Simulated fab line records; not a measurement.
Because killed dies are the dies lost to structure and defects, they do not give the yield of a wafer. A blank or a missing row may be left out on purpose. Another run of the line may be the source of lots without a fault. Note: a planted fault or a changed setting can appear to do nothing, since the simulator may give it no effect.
8D (eight disciplines) problem report, filled in by code / flow n5_finfet / the parts of the form that need people (team, actions taken, sign-off) are left out

1. PROBLEM STATEMENT
spin_speed_rpm at N5_BEOL_M11_COAT_60 reads a mean of 1645.0 rpm on 6 wafers of 2 lots; wafers without a fault read 1500.1 rpm with a standard deviation of 0.94. That is +99 or more standard deviations from the usual mean.
The step: time 60 s, resist thk 30 nm.
Earliest sighting: wafer L588.2 on litho_track-04 at day 15 01:04. At this step, 33 wafers from 11 lots have a number in the record. Rule for "out" (also "out of limits"): further than 4 standard deviations from the usual mean. The other wafers with a number count as sound.

2. WHAT IT IS AND WHAT IT IS NOT
question=which readings at this step | is=spin_speed_rpm | is not=-
question=which lots | is=L586, L588 | is not=L571, L572, L573, L575, L576, L577, L579, L581, L591
question=which wafers of those lots | is=all that have a number | is not=-
question=read on which tools | is=litho_track-04 | is not=litho_track-01, litho_track-05
question=when | is=from day 15 01:04 | is not=up to then (24 sound wafers); but 3 sound wafers of L591 came after

3. THE SUSPECTS, EACH WITH WHAT RULES IT OUT
Counting: any tool at a process step up to the reading is kept as a suspect provided that every lot that is out went through it and no sound lot did after the first of them.
- cmp-02 at N5_BEOL_M10_CMP_52 (polishes, stops on SiCOH lowk, t overpolish 7 s, target thk 140 nm): ruled out as a lasting fault. The sound lots L591 went through it after L588, its earliest lot that is out (day 14 22:08).
- litho_track-04 at N5_BEOL_M11_COAT_60 (time 60 s, resist thk 30 nm): kept. All lots that are out passed through it, beginning with L588 at day 15 01:04, and no sound lot followed; its final sound lot before that point was L579 at day 12 12:20. On those wafers its own readings are out: spin_speed_rpm.
The count leaves litho_track-04 at N5_BEOL_M11_COAT_60.

4. THE CAUSE (what the simulator had put in)
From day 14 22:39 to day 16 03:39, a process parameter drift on litho_track-04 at N5_BEOL_M11_COAT_60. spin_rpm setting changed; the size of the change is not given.
After counting, this tool was the only one left.

5. THE CHAIN OF EFFECTS, in route order
Each row: a reading whose mean over the struck wafers that have a number lies more than 3 standard deviations from the usual. Readings are gone through only where the record gives a usual standard deviation; hours: the median, over the lots, of the time from a lot's start at the first step in this table giving one to that lot's start at this step; sigmas: the change measured in usual standard deviations.
hours=0; step=N5_BEOL_M11_COAT_60; reading=spin_speed_rpm; usual=1500.1 rpm; on struck wafers=1645.0; change=+144.9; sigmas=+99 or more
Process steps it contains:
- N5_BEOL_M11_COAT_60: time 60 s, resist thk 30 nm.
Later steps that measure or inspect, where all struck wafers having a row at the step show a number for every such reading and not one has moved that far: N5_BEOL_M11_CD_MEAS_11.

6. HOW IT WOULD HAVE BEEN CAUGHT EARLIER
In this record no reading fell out of limits until day 15 01:04, 2 hours after the fault had begun at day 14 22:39.
